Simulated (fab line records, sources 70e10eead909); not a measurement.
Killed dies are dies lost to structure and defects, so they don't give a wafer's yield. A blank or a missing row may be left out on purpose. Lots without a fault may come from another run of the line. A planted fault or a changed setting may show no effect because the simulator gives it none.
Which tool did it? | flow nand_harc | 24 lots, 72 wafers sampled, at 6 steps of a route of 1159

WHAT THE GAUGES READ, wafer by wafer
The record holds no reading of a measuring or inspecting step that can be judged against a usual standard deviation.

WHICH TOOL RAN EACH LOT (tool, then ch and the chambers of the sampled wafers, then the start)
lot  | NHARC_A_CONTACT_ETCH_50                       | NHARC_A_CONTACT_ETCH_115             | NHARC_A_CONTACT_ETCH_121             | NHARC_A_CONTACT_DESCUM_74          | NHARC_A_CONTACT_ETCH_124             | NHARC_A_BLC_ETCH_17
L074 | rie_diel-13 ch 2,3, day 17 03:31 or earlier   | har_cap_etch-01 ch 0,1, day 17 03:31 | har_cap_etch-01 ch 0,1, day 17 04:14 | rie_diel-13 ch 0,3, day 17 11:25   | har_cap_etch-01 ch 0,1, day 17 12:40 | rie_diel-12 ch 0,1,3, no start
L075 | rie_diel-13 ch 2,3, day 17 10:38 or earlier   | har_cap_etch-02 ch 0,1, day 17 10:38 | har_cap_etch-02 ch 0,1, day 17 11:11 | rie_diel-13 ch 0,1,3, day 17 17:08 | har_cap_etch-03 ch 0, day 17 18:29   | rie_diel-02 ch 2,3, no start
L076 | rie_diel-08 ch 0,1,2, day 17 11:40 or earlier | har_cap_etch-03 ch 0,1, day 17 11:40 | har_cap_etch-03 ch 0,1, day 17 12:13 | rie_diel-11 ch 0,2,3, day 17 18:28 | har_cap_etch-02 ch 0,1, day 17 19:39 | rie_diel-02 ch 1,2, no start
L078 | rie_diel-11 ch 1,2,3, day 18 04:23 or earlier | har_cap_etch-03 ch 0,1, day 18 04:23 | har_cap_etch-03 ch 0,1, day 18 05:05 | rie_diel-08 ch 0,1, day 18 11:26   | har_cap_etch-01 ch 0,1, day 18 12:38 | rie_diel-04 ch 0,1, no start
L077 | rie_diel-13 ch 0,1,3, day 18 13:30 or earlier | har_cap_etch-02 ch 0,1, day 18 13:30 | har_cap_etch-02 ch 0,1, day 18 14:03 | rie_diel-13 ch 1,2, day 18 20:05   | har_cap_etch-02 ch 0,1, day 18 21:27 | rie_diel-02 ch 1,3, no start
L079 | rie_diel-11 ch 1,2,3, day 18 20:11 or earlier | har_cap_etch-03 ch 0,1, day 18 20:11 | har_cap_etch-03 ch 0,1, day 18 20:44 | rie_diel-13 ch 0,2, day 19 01:37   | har_cap_etch-01 ch 0,1, day 19 02:56 | rie_diel-04 ch 1,2,3, no start
L080 | rie_diel-13 ch 0,1, day 18 22:35 or earlier   | har_cap_etch-01 ch 0,1, day 18 22:35 | har_cap_etch-01 ch 0,1, day 18 23:18 | rie_diel-13 ch 0,1,2, day 19 04:42 | har_cap_etch-01 ch 1, day 19 05:49   | rie_diel-02 ch 0,1, no start
L081 | rie_diel-13 ch 0,2,3, day 19 02:14 or earlier | har_cap_etch-02 ch 0,1, day 19 02:14 | har_cap_etch-02 ch 0,1, day 19 02:58 | rie_diel-13 ch 0,1,3, day 19 07:53 | har_cap_etch-03 ch 0,1, day 19 09:01 | rie_diel-02 ch 1,2,3, no start
L083 | rie_diel-08 ch 1,2,3, day 19 05:05 or earlier | har_cap_etch-03 ch 0,1, day 19 05:05 | har_cap_etch-03 ch 0,1, day 19 05:37 | rie_diel-13 ch 0,1,3, day 19 12:14 | har_cap_etch-01 ch 0,1, day 19 13:25 | rie_diel-12 ch 0,2,3, no start
L082 | rie_diel-13 ch 0,3, day 19 05:31 or earlier   | har_cap_etch-02 ch 0, day 19 05:31   | har_cap_etch-02 ch 0, day 19 06:15   | rie_diel-11 ch 1,2,3, day 19 13:10 | har_cap_etch-02 ch 0,1, day 19 14:19 | rie_diel-02 ch 0,1,2, no start
L084 | rie_diel-13 ch 0,2,3, day 20 12:02 or earlier | har_cap_etch-01 ch 0,1, day 20 12:02 | har_cap_etch-01 ch 0,1, day 20 12:46 | rie_diel-13 ch 0,1,3, day 20 17:32 | har_cap_etch-01 ch 0,1, day 20 18:41 | rie_diel-04 ch 0,2,3, no start
L085 | rie_diel-13 ch 0,1,3, day 20 17:17 or earlier | har_cap_etch-03 ch 0,1, day 20 17:17 | har_cap_etch-03 ch 0,1, day 20 17:50 | rie_diel-11 ch 1,2,3, day 21 00:22 | har_cap_etch-02 ch 0,1, day 21 01:46 | rie_diel-04 ch 0,1,2, no start
L088 | rie_diel-08 ch 2,3, day 20 17:47 or earlier   | har_cap_etch-02 ch 0,1, day 20 17:47 | har_cap_etch-02 ch 0,1, day 20 18:19 | rie_diel-13 ch 1,3, day 21 01:58   | har_cap_etch-01 ch 0,1, day 21 03:07 | rie_diel-12 ch 0,1, no start
L091 | rie_diel-13 ch 0,1,3, day 20 22:34 or earlier | har_cap_etch-03 ch 0,1, day 20 22:34 | har_cap_etch-03 ch 0,1, day 20 23:17 | rie_diel-08 ch 0,1,3, day 21 09:13 | har_cap_etch-02 ch 0,1, day 21 10:20 | rie_diel-04 ch 0,2,3, no start
L087 | rie_diel-13 ch 1,2,3, day 21 11:40 or earlier | har_cap_etch-01 ch 0,1, day 21 11:40 | har_cap_etch-01 ch 0,1, day 21 12:13 | rie_diel-11 ch 2,3, day 21 17:02   | har_cap_etch-02 ch 0,1, day 21 18:12 | rie_diel-04 ch 0,3, no start
L089 | rie_diel-11 ch 0,2,3, day 21 17:24 or earlier | har_cap_etch-01 ch 0,1, day 21 17:24 | har_cap_etch-01 ch 0,1, day 21 17:56 | rie_diel-13 ch 0,1,3, day 22 00:50 | har_cap_etch-01 ch 0,1, day 22 01:58 | rie_diel-02 ch 0,2,3, no start
L092 | rie_diel-08 ch 0,2,3, day 21 22:28 or earlier | har_cap_etch-03 ch 0,1, day 21 22:28 | har_cap_etch-03 ch 0,1, day 21 23:01 | rie_diel-13 ch 0,3, day 22 06:07   | har_cap_etch-03 ch 0,1, day 22 07:43 | rie_diel-02 ch 1,2, no start
L090 | rie_diel-11 ch 2,3, day 22 03:13 or earlier   | har_cap_etch-02 ch 0,1, day 22 03:13 | har_cap_etch-02 ch 0,1, day 22 03:57 | rie_diel-13 ch 0,3, day 22 10:55   | har_cap_etch-01 ch 0,1, day 22 12:02 | rie_diel-02 ch 0,1,3, no start
L095 | rie_diel-11 ch 1,2,3, day 22 06:13 or earlier | har_cap_etch-01 ch 0,1, day 22 06:13 | har_cap_etch-01 ch 0,1, day 22 06:46 | rie_diel-08 ch 0,1,2, day 22 11:22 | har_cap_etch-02 ch 0,1, day 22 12:32 | rie_diel-12 ch 1,2, no start
L094 | rie_diel-08 ch 1,2,3, day 22 08:29 or earlier | har_cap_etch-02 ch 0,1, day 22 08:29 | har_cap_etch-02 ch 0,1, day 22 09:02 | rie_diel-11 ch 0,1,2, day 22 13:52 | har_cap_etch-01 ch 0,1, day 22 14:59 | rie_diel-04 ch 0,1,3, no start
L093 | rie_diel-11 ch 0,2,3, day 22 08:37 or earlier | har_cap_etch-01 ch 0,1, day 22 08:37 | har_cap_etch-01 ch 0,1, day 22 09:10 | rie_diel-13 ch 0,3, day 22 14:04   | har_cap_etch-02 ch 0,1, day 22 15:19 | rie_diel-04 ch 0,1, no start
L086 | rie_diel-13 ch 1,2,3, day 22 11:01 or earlier | har_cap_etch-03 ch 0,1, day 22 11:01 | har_cap_etch-03 ch 0,1, day 22 11:33 | rie_diel-13 ch 1,2,3, day 22 16:12 | har_cap_etch-03 ch 0,1, day 22 17:19 | rie_diel-04 ch 1,2, no start
L096 | rie_diel-13 ch 0,2,3, day 22 20:39 or earlier | har_cap_etch-01 ch 0,1, day 22 20:39 | har_cap_etch-01 ch 0,1, day 22 21:12 | rie_diel-13 ch 0,1,2, day 23 03:44 | har_cap_etch-02 ch 0,1, day 23 04:51 | rie_diel-02 ch 0,2,3, no start
L097 | rie_diel-13 ch 0,2,3, day 22 22:57 or earlier | har_cap_etch-02 ch 0,1, day 22 22:57 | har_cap_etch-02 ch 0,1, day 22 23:41 | rie_diel-13 ch 0,2, day 23 05:37   | har_cap_etch-03 ch 0,1, day 23 06:44 | rie_diel-02 ch 0,1,3, no start
- NHARC_A_CONTACT_ETCH_50: etches the open film in CF4/CHF3, target depth 84.7 nm, time 42.4 s.
- NHARC_A_CONTACT_ETCH_115: etches the open film in C4F8/O2/Ar, time 94 s, target depth 922 nm.
- NHARC_A_CONTACT_ETCH_121: etches the open film in C4F8/O2/Ar, time 94 s, target depth 922 nm.
- NHARC_A_CONTACT_DESCUM_74: chemistry O2, time 3 s.
- NHARC_A_CONTACT_ETCH_124: etches the open film in C4F8/O2/Ar, time 140 s, target depth 700 nm.
- NHARC_A_BLC_ETCH_17: etches the open film in N2/H2, target depth 390 nm, time 609.38 s.

WHAT THE TOOLS THEMSELVES READ (means of the sampled wafers that have a number; where no wafer has one, the mark that the record gives instead)
NHARC_A_CONTACT_ETCH_50.
lot  | tool        | cf4_flow_sccm (sccm) | drypump_motor_current_A (A) | oes_product_au (a.u.) | rf_vpp_V (V) | showerhead_plenum_p_Torr (Torr) | throttle_valve_pct (%)
L074 | rie_diel-13 | 100.2                | 6.0                         | 0.973                 | 367.2        | 1.52                            | 16.804
L075 | rie_diel-13 | 100.0                | 6.0                         | 0.943                 | 368.6        | 1.52                            | 16.814
L076 | rie_diel-08 | 99.9                 | 5.3                         | 0.937                 | 373.2        | 1.65                            | 16.803
L078 | rie_diel-11 | 99.9                 | 5.7                         | 0.947                 | 368.1        | 1.52                            | 16.808
L077 | rie_diel-13 | 100.0                | 5.6                         | 0.941                 | 370.1        | 1.57                            | 16.801
L079 | rie_diel-11 | 100.0                | 5.7                         | 0.931                 | 368.6        | 1.52                            | 16.801
L080 | rie_diel-13 | 100.3                | 5.7                         | 0.960                 | 369.8        | 1.56                            | 16.799
L081 | rie_diel-13 | 99.9                 | 5.6                         | 0.936                 | 368.5        | 1.53                            | 16.810
L083 | rie_diel-08 | 100.1                | 5.1                         | 0.925                 | 370.7        | 1.59                            | 16.807
L082 | rie_diel-13 | 99.9                 | 5.4                         | 0.964                 | 371.3        | 1.58                            | 16.799
L084 | rie_diel-13 | 99.7                 | 5.6                         | 0.971                 | 371.2        | 1.61                            | 16.809
L085 | rie_diel-13 | 100.0                | 5.6                         | 0.971                 | 370.9        | 1.57                            | 16.795
L088 | rie_diel-08 | 99.9                 | 4.9                         | 0.921                 | 371.5        | 1.59                            | 16.803
L091 | rie_diel-13 | 99.9                 | 5.6                         | 0.971                 | 370.6        | 1.57                            | 16.802
L087 | rie_diel-13 | 100.0                | 5.9                         | 0.974                 | 372.0        | 1.64                            | 16.802
L089 | rie_diel-11 | 99.5                 | 5.6                         | 0.923                 | 368.0        | 1.49                            | 16.796
L092 | rie_diel-08 | 99.9                 | 5.2                         | 0.971                 | 371.1        | 1.60                            | 16.798
L090 | rie_diel-11 | 100.1                | 5.2                         | 0.917                 | 368.2        | 1.50                            | 16.806
L095 | rie_diel-11 | 100.1                | 5.7                         | 0.919                 | 368.4        | 1.51                            | 16.798
L094 | rie_diel-08 | 100.0                | 5.1                         | 0.949                 | 371.3        | 1.58                            | 16.812
L093 | rie_diel-11 | 99.8                 | 5.6                         | 0.928                 | 368.4        | 1.49                            | 16.804
L086 | rie_diel-13 | 100.0                | 5.9                         | 0.970                 | 372.6        | 1.64                            | 16.798
L096 | rie_diel-13 | 99.8                 | 5.6                         | 0.971                 | 370.7        | 1.61                            | 16.796
L097 | rie_diel-13 | 100.2                | 5.6                         | 0.970                 | 371.3        | 1.61                            | 16.797

NHARC_A_CONTACT_DESCUM_74.
lot  | tool        | drypump_motor_current_A (A) | oes_product_au (a.u.) | rf_vpp_V (V) | showerhead_plenum_p_Torr (Torr) | throttle_valve_pct (%)
L074 | rie_diel-13 | 5.4                         | 0.993                 | 58.3         | 1.93                            | 11.309
L075 | rie_diel-13 | 5.6                         | 0.994                 | 58.3         | 1.91                            | 11.318
L076 | rie_diel-11 | 5.6                         | 1.000                 | 56.6         | 1.82                            | 11.310
L078 | rie_diel-08 | 5.5                         | 1.007                 | 57.6         | 1.99                            | 11.314
L077 | rie_diel-13 | 6.1                         | 0.997                 | 57.5         | 1.87                            | 11.314
L079 | rie_diel-13 | 5.5                         | 0.997                 | 56.9         | 1.79                            | 11.309
L080 | rie_diel-13 | 5.8                         | 1.006                 | 57.7         | 1.83                            | 11.313
L081 | rie_diel-13 | 5.6                         | 0.982                 | 58.3         | 1.91                            | 11.314
L083 | rie_diel-13 | 5.6                         | 0.997                 | 57.7         | 1.91                            | 11.328
L082 | rie_diel-11 | 5.7                         | 0.990                 | 57.3         | 1.84                            | 11.306
L084 | rie_diel-13 | 5.6                         | 1.011                 | 57.4         | 1.91                            | 11.310
L085 | rie_diel-11 | 5.7                         | 0.992                 | 56.9         | 1.84                            | 11.315
L088 | rie_diel-13 | 5.9                         | 1.002                 | 57.4         | 1.95                            | 11.306
L091 | rie_diel-08 | 5.4                         | 0.999                 | 59.2         | 1.94                            | 11.308
L087 | rie_diel-11 | 5.6                         | 0.987                 | 57.4         | 1.84                            | 11.325
L089 | rie_diel-13 | 5.6                         | 1.002                 | 57.9         | 1.91                            | 11.313
L092 | rie_diel-13 | 5.4                         | 1.004                 | 57.8         | 1.92                            | 11.309
L090 | rie_diel-13 | 5.3                         | 1.003                 | 57.4         | 1.87                            | 11.307
L095 | rie_diel-08 | 5.3                         | 0.998                 | 57.7         | 2.00                            | 11.306
L094 | rie_diel-11 | 6.1                         | 0.994                 | 56.9         | 1.83                            | 11.311
L093 | rie_diel-13 | 5.4                         | 0.997                 | 57.1         | 1.92                            | 11.307
L086 | rie_diel-13 | 5.9                         | 1.008                 | 57.4         | 1.99                            | 11.308
L096 | rie_diel-13 | 5.8                         | 1.006                 | 58.2         | 1.94                            | 11.310
L097 | rie_diel-13 | 5.8                         | 1.013                 | 58.0         | 1.98                            | 11.309

NHARC_A_BLC_ETCH_17.
lot  | tool        | drypump_motor_current_A (A) | h2_flow_sccm (sccm) | oes_product_au (a.u.) | rf_vpp_V (V) | showerhead_plenum_p_Torr (Torr) | throttle_valve_pct (%)
L074 | rie_diel-12 | 6.1                         | 149.6               | 0.991                 | 431          | 2.07                            | 14.169
L075 | rie_diel-02 | 5.9                         | 150.1               | 1.004                 | 428          | 1.93                            | 14.160
L076 | rie_diel-02 | 5.6                         | 150.2               | 1.002                 | 429          | 1.97                            | 14.173
L078 | rie_diel-04 | 5.4                         | 150.0               | 1.012                 | 435          | 2.17                            | 14.176
L077 | rie_diel-02 | 6.2                         | 150.3               | 1.001                 | 426          | 1.90                            | 14.176
L079 | rie_diel-04 | 5.7                         | 149.7               | 1.004                 | 432          | 2.12                            | 14.174
L080 | rie_diel-02 | 5.9                         | 150.4               | 1.003                 | 428          | 1.96                            | 14.168
L081 | rie_diel-02 | 5.9                         | 150.0               | 1.007                 | 428          | 1.93                            | 14.174
L083 | rie_diel-12 | 5.9                         | 149.9               | 1.011                 | 429          | 1.98                            | 14.178
L082 | rie_diel-02 | 5.7                         | 149.9               | 1.003                 | 429          | 1.99                            | 14.170
L084 | rie_diel-04 | 5.9                         | 149.7               | 1.023                 | 432          | 2.13                            | 14.177
L085 | rie_diel-04 | 5.6                         | 149.9               | 1.010                 | 435          | 2.18                            | 14.171
L088 | rie_diel-12 | 6.1                         | 150.1               | 0.996                 | 431          | 2.06                            | 14.174
L091 | rie_diel-04 | 5.9                         | 150.1               | 1.005                 | 432          | 2.12                            | 14.177
L087 | rie_diel-04 | 5.9                         | 150.4               | 1.017                 | 432          | 2.12                            | 14.172
L089 | rie_diel-02 | 5.7                         | 150.0               | 0.994                 | 429          | 1.98                            | 14.182
L092 | rie_diel-02 | 5.6                         | 150.2               | 0.991                 | 428          | 1.97                            | 14.172
L090 | rie_diel-02 | 5.9                         | 150.1               | 1.004                 | 428          | 1.95                            | 14.172
L095 | rie_diel-12 | 5.5                         | 149.9               | 1.019                 | 428          | 1.95                            | 14.164
L094 | rie_diel-04 | 5.7                         | 150.1               | 1.014                 | 432          | 2.11                            | 14.171
L093 | rie_diel-04 | 5.4                         | 149.6               | 1.009                 | 433          | 2.17                            | 14.165
L086 | rie_diel-04 | 5.6                         | 149.5               | 0.999                 | 434          | 2.18                            | 14.168
L096 | rie_diel-02 | 5.7                         | 149.9               | 1.003                 | 428          | 1.98                            | 14.168
L097 | rie_diel-02 | 5.9                         | 150.1               | 1.001                 | 428          | 1.95                            | 14.171

THE ANSWER, worked out from the rows above alone
Rule: what is usual is taken from the lots themselves. Put in order of their means at a reading, lots are off if they are a third of the lots or fewer, leave a main group of 4 or more, and stand apart from it by a gap of 3 or more times the standard deviation of the main group's means; of several such gaps the widest counts. A main group whose means are all the same, to the digits that the tables above print for the reading, isn't used. A lot without any number at a reading at which 4 lots or more have one is off too. The other lots that the step has rows for count as sound. The gauges are gone through in route order, then the tools' own readings, and for those a lot's mean is taken as printed above. The first step at which some lot is off is used, and at that step the reading that is off furthest; a lot without a number counts as furthest.
No lot is off at any reading shown: from this, nothing can be told.

WHAT THE SIMULATOR HAD PUT IN
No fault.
